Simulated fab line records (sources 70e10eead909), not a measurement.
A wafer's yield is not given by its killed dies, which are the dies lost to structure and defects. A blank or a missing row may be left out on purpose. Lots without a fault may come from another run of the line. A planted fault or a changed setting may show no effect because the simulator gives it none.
The tool behind it: which one? | flow nand_harc | 24 lots with 72 wafers sampled at 6 steps, on a route of 1302 steps

== WHAT THE GAUGES SHOWED, per wafer ==
NHARC_A_START_INSPECT_01.
lot  | measured     | on                | raw_defect_count
L074 | day 6 20:10  | defect_inspect-02 | 4 4 1
L075 | day 6 20:57  | defect_inspect-02 | 1 3 2
L076 | day 7 09:11  | defect_inspect-02 | 4 4 5
L077 | day 7 21:44  | defect_inspect-02 | 1 4 3
L078 | day 8 07:45  | defect_inspect-02 | 5 4 2
L079 | day 8 18:38  | defect_inspect-02 | 0 3 0
L080 | day 9 06:20  | defect_inspect-02 | 3 3 3
L081 | day 9 12:17  | defect_inspect-02 | 1 3 2
L082 | day 10 04:22 | defect_inspect-02 | 6 2 1
L083 | day 10 09:40 | defect_inspect-01 | 5 5 3
L084 | day 11 02:14 | defect_inspect-01 | 6 5 3
L085 | day 11 04:24 | defect_inspect-02 | 1 4 1
L086 | day 11 15:31 | defect_inspect-02 | 4 2 4
L087 | day 12 03:14 | defect_inspect-01 | 0 6 0
L088 | day 12 21:22 | defect_inspect-02 | 0 2 2
L089 | day 12 22:01 | defect_inspect-01 | 5 1 4
L090 | day 13 15:06 | defect_inspect-01 | 4 5 6
L091 | day 14 00:31 | defect_inspect-01 | 5 1 6
L092 | day 14 00:40 | defect_inspect-02 | 2 4 2
L093 | day 14 13:55 | defect_inspect-02 | 7 3 3
L094 | day 15 02:44 | defect_inspect-01 | 7 2 3
L095 | day 15 09:50 | defect_inspect-01 | 1 4 6
L097 | day 16 15:00 | defect_inspect-02 | 2 5 6
L096 | day 16 15:38 | defect_inspect-02 | 2 3 4

NHARC_A_ONON_D1_THK_MEAS_18: measures by ellipsometry.
lot  | measured     | on            | thk_nm (nm)
L074 | day 8 06:41  | film_metro-02 | 1000 1000 1000
L075 | day 8 06:41  | film_metro-01 | 997 999 998
L076 | day 8 20:01  | film_metro-01 | 1019 1019 1021
L077 | day 9 10:13  | film_metro-01 | 1010 1009 1011
L078 | day 9 19:44  | film_metro-02 | 1008 1010 1010
L079 | day 10 04:04 | film_metro-02 | 1005 1005 1006
L080 | day 10 17:01 | film_metro-02 | 1011 1010 1011
L081 | day 10 23:14 | film_metro-02 | 997 999 1000
L082 | day 11 14:19 | film_metro-02 | 1025 1026 1025
L083 | day 11 19:11 | film_metro-02 | 990 990 990
L084 | day 12 11:24 | film_metro-01 | 991 991 992
L085 | day 12 11:25 | film_metro-02 | 992 994 991
L086 | day 13 02:31 | film_metro-01 | 1012 1012 1012
L087 | day 13 20:47 | film_metro-01 | 989 987 988
L088 | day 14 10:40 | film_metro-01 | 1018 1019 1019
L089 | day 14 10:41 | film_metro-02 | 1019 1018 1017
L090 | day 15 00:58 | film_metro-01 | 997 996 997
L091 | day 15 10:28 | film_metro-01 | 991 990 989
L092 | day 15 10:28 | film_metro-02 | 999 999 997
L093 | day 15 22:47 | film_metro-02 | 1002 1003 1002
L094 | day 16 13:29 | film_metro-01 | 1009 1008 1010
L095 | day 16 19:02 | film_metro-01 | 1003 1004 1003
L097 | day 17 23:54 | film_metro-02 | 1004 1004 1005
L096 | day 17 23:54 | film_metro-01 | 995 995 996

== EACH LOT AND THE TOOL THAT RAN IT (in order: tool; ch and the chambers of the sampled wafers; start) ==
lot  | NHARC_P_M2_ETCH_35                 | NHARC_P_M2_DEGAS_29          | NHARC_P_BONDPAD_ETCH_12                       | NHARC_A_ZERO_WELL_RTA_16
L074 | rie_diel-01 ch 2,3, day 6 12:38    | pvd_sputter-01, day 6 13:34  | rie_diel-12 ch 1,3, day 6 20:10 or earlier    | rtp_anneal-01 ch 0, day 6 22:21
L075 | rie_diel-10 ch 1,2, day 6 12:51    | pvd_sputter-02, day 6 14:15  | rie_diel-12 ch 0,3, day 6 20:57 or earlier    | rtp_anneal-02 ch 0, day 6 23:13
L076 | rie_diel-10 ch 2,3, day 7 01:39    | pvd_sputter-03, day 7 02:34  | rie_diel-06 ch 0,1,3, day 7 09:11 or earlier  | rtp_anneal-02 ch 0, day 7 11:37
L077 | rie_diel-10 ch 0,1,2, day 7 14:13  | pvd_sputter-03, day 7 15:09  | rie_diel-06 ch 2,3, day 7 21:44 or earlier    | rtp_anneal-02 ch 0, day 7 23:53
L078 | rie_diel-01 ch 0,1, day 8 00:05    | pvd_sputter-02, day 8 01:01  | rie_diel-06 ch 1,2,3, day 8 07:45 or earlier  | rtp_anneal-02 ch 0, day 8 09:52
L079 | rie_diel-10 ch 0,1,2, day 8 11:05  | pvd_sputter-02, day 8 12:01  | rie_diel-12 ch 0,1,3, day 8 18:38 or earlier  | rtp_anneal-01 ch 0, day 8 20:44
L080 | rie_diel-01 ch 0,1,2, day 8 22:51  | pvd_sputter-03, day 8 23:47  | rie_diel-12 ch 0,3, day 9 06:20 or earlier    | rtp_anneal-01 ch 0, day 9 08:29
L081 | rie_diel-01 ch 1,2,3, day 9 04:46  | pvd_sputter-01, day 9 05:43  | rie_diel-09 ch 0,1,2, day 9 12:17 or earlier  | rtp_anneal-02 ch 0, day 9 14:25
L082 | rie_diel-03 ch 1,2, day 9 20:51    | pvd_sputter-03, day 9 21:47  | rie_diel-09 ch 0,1, day 10 04:22 or earlier   | rtp_anneal-02 ch 0, day 10 06:31
L083 | rie_diel-01 ch 0,1,3, day 10 02:04 | pvd_sputter-01, day 10 02:59 | rie_diel-06 ch 0,1,2, day 10 09:40 or earlier | rtp_anneal-01 ch 0, day 10 11:53
L084 | rie_diel-03 ch 0,1, day 10 18:39   | pvd_sputter-03, day 10 19:39 | rie_diel-12 ch 0,1,2, day 11 02:14 or earlier | rtp_anneal-01 ch 0, day 11 04:23
L085 | rie_diel-03 ch 0,3, day 10 20:51   | pvd_sputter-02, day 10 21:53 | rie_diel-12 ch 1,2, day 11 04:24 or earlier   | rtp_anneal-01 ch 0, day 11 06:28
L086 | rie_diel-03 ch 2,3, day 11 08:05   | pvd_sputter-01, day 11 09:01 | rie_diel-12 ch 0,2,3, day 11 15:31 or earlier | rtp_anneal-02 ch 0, day 11 17:42
L087 | rie_diel-10 ch 0,2,3, day 11 19:41 | pvd_sputter-03, day 11 20:38 | rie_diel-12 ch 0,1, day 12 03:14 or earlier   | rtp_anneal-01 ch 0, day 12 05:22
L088 | rie_diel-10 ch 1,2,3, day 12 13:43 | pvd_sputter-02, day 12 14:38 | rie_diel-06 ch 2,3, day 12 21:22 or earlier   | rtp_anneal-02 ch 0, day 12 23:27
L089 | rie_diel-10 ch 2,3, day 12 14:23   | pvd_sputter-03, day 12 15:20 | rie_diel-09 ch 2,3, day 12 22:01 or earlier   | rtp_anneal-02 ch 0, day 13 00:07
L090 | rie_diel-03 ch 2,3, day 13 07:34   | pvd_sputter-02, day 13 08:30 | rie_diel-06 ch 0,1,2, day 13 15:06 or earlier | rtp_anneal-02 ch 0, day 13 17:13
L091 | rie_diel-03 ch 1,2, day 13 16:54   | pvd_sputter-01, day 13 17:55 | rie_diel-12 ch 0,1,2, day 14 00:31 or earlier | rtp_anneal-02 ch 0, day 14 02:41
L092 | rie_diel-10 ch 0,2,3, day 13 17:04 | pvd_sputter-03, day 13 18:05 | rie_diel-09 ch 0,1,3, day 14 00:40 or earlier | rtp_anneal-01 ch 0, day 14 02:47
L093 | rie_diel-10 ch 0,3, day 14 06:21   | pvd_sputter-01, day 14 07:22 | rie_diel-06 ch 0,1, day 14 13:55 or earlier   | rtp_anneal-02 ch 0, day 14 15:56
L094 | rie_diel-01 ch 1,2, day 14 19:14   | pvd_sputter-01, day 14 20:11 | rie_diel-09 ch 0,1, day 15 02:44 or earlier   | rtp_anneal-02 ch 0, day 15 04:42
L095 | rie_diel-10 ch 0,3, day 15 02:15   | pvd_sputter-02, day 15 03:12 | rie_diel-12 ch 0,2,3, day 15 09:50 or earlier | rtp_anneal-01 ch 0, day 15 11:58
L097 | rie_diel-10 ch 0,1,3, day 16 07:27 | pvd_sputter-01, day 16 08:23 | rie_diel-09 ch 0,1,3, day 16 15:00 or earlier | rtp_anneal-02 ch 0, day 16 17:02
L096 | rie_diel-01 ch 0,2,3, day 16 07:41 | pvd_sputter-03, day 16 08:37 | rie_diel-06 ch 1,2, day 16 15:38 or earlier   | rtp_anneal-02 ch 0, day 16 17:55
- NHARC_P_M2_ETCH_35: etches the open film in N2/H2, target depth 40 nm, overetch 12 nm, time 43.94 s.
- NHARC_P_M2_DEGAS_29: time 60 s.
- NHARC_P_BONDPAD_ETCH_12: etches the open film in CHF3/O2, target depth 200 nm, time 100 s.
- NHARC_A_ZERO_WELL_RTA_16: time 10 s.

== WHAT THE TOOLS THEMSELVES READ (means of the sampled wafers that have a number; where no wafer has one, the mark that the record gives instead) ==
NHARC_P_M2_ETCH_35.
lot  | tool        | drypump_motor_current_A (A) | oes_product_au (a.u.) | rf_vpp_V (V) | showerhead_plenum_p_Torr (Torr) | throttle_valve_pct (%)
L074 | rie_diel-01 | 6.1                         | 1.016                 | 431.7        | 2.05                            | 14.171
L075 | rie_diel-10 | 5.6                         | 1.010                 | 432.8        | 2.14                            | 14.175
L076 | rie_diel-10 | 5.5                         | 1.005                 | 429.6        | 2.02                            | 14.173
L077 | rie_diel-10 | 5.4                         | 1.004                 | 430.5        | 2.06                            | 14.173
L078 | rie_diel-01 | 5.8                         | 0.999                 | 428.4        | 1.95                            | 14.180
L079 | rie_diel-10 | 5.4                         | 1.022                 | 431.2        | 2.05                            | 14.156
L080 | rie_diel-01 | 6.0                         | 1.004                 | 429.6        | 2.01                            | 14.163
L081 | rie_diel-01 | 5.9                         | 0.998                 | 429.6        | 2.00                            | 14.160
L082 | rie_diel-03 | 5.4                         | 1.004                 | 428.7        | 1.98                            | 14.166
L083 | rie_diel-01 | 6.2                         | 0.998                 | 429.4        | 1.98                            | 14.173
L084 | rie_diel-03 | 5.8                         | 1.002                 | 430.1        | 2.00                            | 14.174
L085 | rie_diel-03 | 5.9                         | 1.006                 | 430.6        | 2.04                            | 14.175
L086 | rie_diel-03 | 5.5                         | 1.010                 | 429.3        | 2.01                            | 14.166
L087 | rie_diel-10 | 5.4                         | 1.006                 | 429.4        | 2.00                            | 14.170
L088 | rie_diel-10 | 5.6                         | 1.003                 | 430.8        | 2.08                            | 14.177
L089 | rie_diel-10 | 5.6                         | 0.997                 | 429.3        | 2.01                            | 14.176
L090 | rie_diel-03 | 5.6                         | 1.020                 | 429.4        | 2.01                            | 14.167
L091 | rie_diel-03 | 5.4                         | 1.008                 | 428.3        | 1.98                            | 14.173
L092 | rie_diel-10 | 5.4                         | 0.996                 | 429.8        | 2.00                            | 14.156
L093 | rie_diel-10 | 5.3                         | 1.003                 | 429.2        | 1.98                            | 14.168
L094 | rie_diel-01 | 5.7                         | 0.999                 | 429.9        | 2.02                            | 14.178
L095 | rie_diel-10 | 5.5                         | 1.010                 | 430.0        | 2.01                            | 14.174
L097 | rie_diel-10 | 5.5                         | 1.010                 | 431.9        | 2.06                            | 14.172
L096 | rie_diel-01 | 6.3                         | 0.992                 | 430.1        | 2.03                            | 14.171

NHARC_P_M2_DEGAS_29.
lot  | tool           | heater_power_w (W)
L074 | pvd_sputter-01 | 299
L075 | pvd_sputter-02 | 322
L076 | pvd_sputter-03 | 296
L077 | pvd_sputter-03 | 356
L078 | pvd_sputter-02 | 307
L079 | pvd_sputter-02 | 300
L080 | pvd_sputter-03 | 349
L081 | pvd_sputter-01 | 342
L082 | pvd_sputter-03 | 332
L083 | pvd_sputter-01 | 308
L084 | pvd_sputter-03 | 325
L085 | pvd_sputter-02 | 307
L086 | pvd_sputter-01 | 383
L087 | pvd_sputter-03 | 327
L088 | pvd_sputter-02 | 295
L089 | pvd_sputter-03 | 350
L090 | pvd_sputter-02 | 282
L091 | pvd_sputter-01 | 355
L092 | pvd_sputter-03 | 301
L093 | pvd_sputter-01 | 303
L094 | pvd_sputter-01 | 311
L095 | pvd_sputter-02 | 315
L097 | pvd_sputter-01 | 355
L096 | pvd_sputter-03 | 335

NHARC_P_BONDPAD_ETCH_12.
lot  | tool        | drypump_motor_current_A (A) | oes_product_au (a.u.) | rf_vpp_V (V) | showerhead_plenum_p_Torr (Torr) | throttle_valve_pct (%)
L074 | rie_diel-12 | 5.8                         | 0.922                 | 369.9        | 2.35                            | 20.576
L075 | rie_diel-12 | 5.9                         | 0.959                 | 370.8        | 2.43                            | 20.582
L076 | rie_diel-06 | 5.4                         | 0.978                 | 371.0        | 2.40                            | 20.571
L077 | rie_diel-06 | 5.6                         | 0.968                 | 370.3        | 2.41                            | 20.571
L078 | rie_diel-06 | 5.5                         | 0.930                 | 370.7        | 2.38                            | 20.573
L079 | rie_diel-12 | 5.6                         | 0.959                 | 370.4        | 2.41                            | 20.574
L080 | rie_diel-12 | 6.0                         | 0.964                 | 370.8        | 2.37                            | 20.570
L081 | rie_diel-09 | 5.8                         | 0.928                 | 371.0        | 2.44                            | 20.571
L082 | rie_diel-09 | 6.0                         | 0.929                 | 369.6        | 2.35                            | 20.568
L083 | rie_diel-06 | 5.6                         | 0.959                 | 370.5        | 2.40                            | 20.573
L084 | rie_diel-12 | 5.6                         | 0.928                 | 370.9        | 2.43                            | 20.579
L085 | rie_diel-12 | 5.3                         | 0.976                 | 371.5        | 2.41                            | 20.568
L086 | rie_diel-12 | 6.0                         | 0.916                 | 370.5        | 2.39                            | 20.567
L087 | rie_diel-12 | 5.4                         | 0.931                 | 371.7        | 2.47                            | 20.569
L088 | rie_diel-06 | 5.6                         | 0.948                 | 370.4        | 2.41                            | 20.571
L089 | rie_diel-09 | 5.9                         | 0.921                 | 371.6        | 2.47                            | 20.570
L090 | rie_diel-06 | 5.6                         | 0.976                 | 370.4        | 2.40                            | 20.563
L091 | rie_diel-12 | 5.6                         | 0.942                 | 371.3        | 2.43                            | 20.569
L092 | rie_diel-09 | 5.8                         | 0.921                 | 370.0        | 2.37                            | 20.572
L093 | rie_diel-06 | 5.5                         | 0.962                 | 368.5        | 2.36                            | 20.566
L094 | rie_diel-09 | 5.4                         | 0.989                 | 372.1        | 2.42                            | 20.568
L095 | rie_diel-12 | 6.0                         | 0.967                 | 370.4        | 2.38                            | 20.575
L097 | rie_diel-09 | 5.8                         | 0.972                 | 369.7        | 2.36                            | 20.575
L096 | rie_diel-06 | 5.6                         | 0.926                 | 369.9        | 2.34                            | 20.568

NHARC_A_ZERO_WELL_RTA_16.
lot  | tool          | lamp_power_pct (%) | lamp_zone_6_pct (%) | wafer_temp_C_max
L074 | rtp_anneal-01 | 29                 | 29                  | 1004.0
L075 | rtp_anneal-02 | 35                 | 35                  | 1004.9
L076 | rtp_anneal-02 | 35                 | 35                  | 1006.6
L077 | rtp_anneal-02 | 35                 | 35                  | 1005.7
L078 | rtp_anneal-02 | 35                 | 35                  | 1006.5
L079 | rtp_anneal-01 | 29                 | 29                  | 1004.0
L080 | rtp_anneal-01 | 29                 | 29                  | 1004.6
L081 | rtp_anneal-02 | 35                 | 35                  | 1004.7
L082 | rtp_anneal-02 | 35                 | 35                  | 1006.6
L083 | rtp_anneal-01 | 29                 | 29                  | 1004.3
L084 | rtp_anneal-01 | 29                 | 29                  | 1004.7
L085 | rtp_anneal-01 | 29                 | 29                  | 1003.7
L086 | rtp_anneal-02 | 35                 | 35                  | 1006.2
L087 | rtp_anneal-01 | 29                 | 29                  | 1004.0
L088 | rtp_anneal-02 | 35                 | 35                  | 1005.4
L089 | rtp_anneal-02 | 35                 | 35                  | 1005.1
L090 | rtp_anneal-02 | 35                 | 35                  | 1004.8
L091 | rtp_anneal-02 | 35                 | 35                  | 1006.3
L092 | rtp_anneal-01 | 29                 | 29                  | 1004.2
L093 | rtp_anneal-02 | 35                 | 35                  | 1005.5
L094 | rtp_anneal-02 | 35                 | 35                  | 1005.8
L095 | rtp_anneal-01 | 29                 | 29                  | 1005.4
L097 | rtp_anneal-02 | 35                 | 35                  | 1006.0
L096 | rtp_anneal-02 | 35                 | 35                  | 1005.4

== THE ANSWER, worked out from the rows above alone ==
Rule: the usual values come from the lots themselves. The widest of any qualifying gaps counts: lots, ordered by their means at a reading, are off when they make up no more than a third of the lots, leave a main group of 4 or more, and stand apart from it by 3 or more times the standard deviation of that group's means. Not used: any main group whose means are identical at the precision the tables above print for the reading. A lot without any number at a reading at which 4 lots or more have one is off too. Any other lot the step has rows for is counted as sound. After the gauges, taken in route order, come the tools' own readings; for these a lot's mean is taken, as printed above. The first step at which some lot is off is used, and at that step the reading that is off furthest; a lot without a number counts as furthest.
None of the lots is off at any reading shown; this tells nothing.

== WHAT THE SIMULATOR HAD INSERTED ==
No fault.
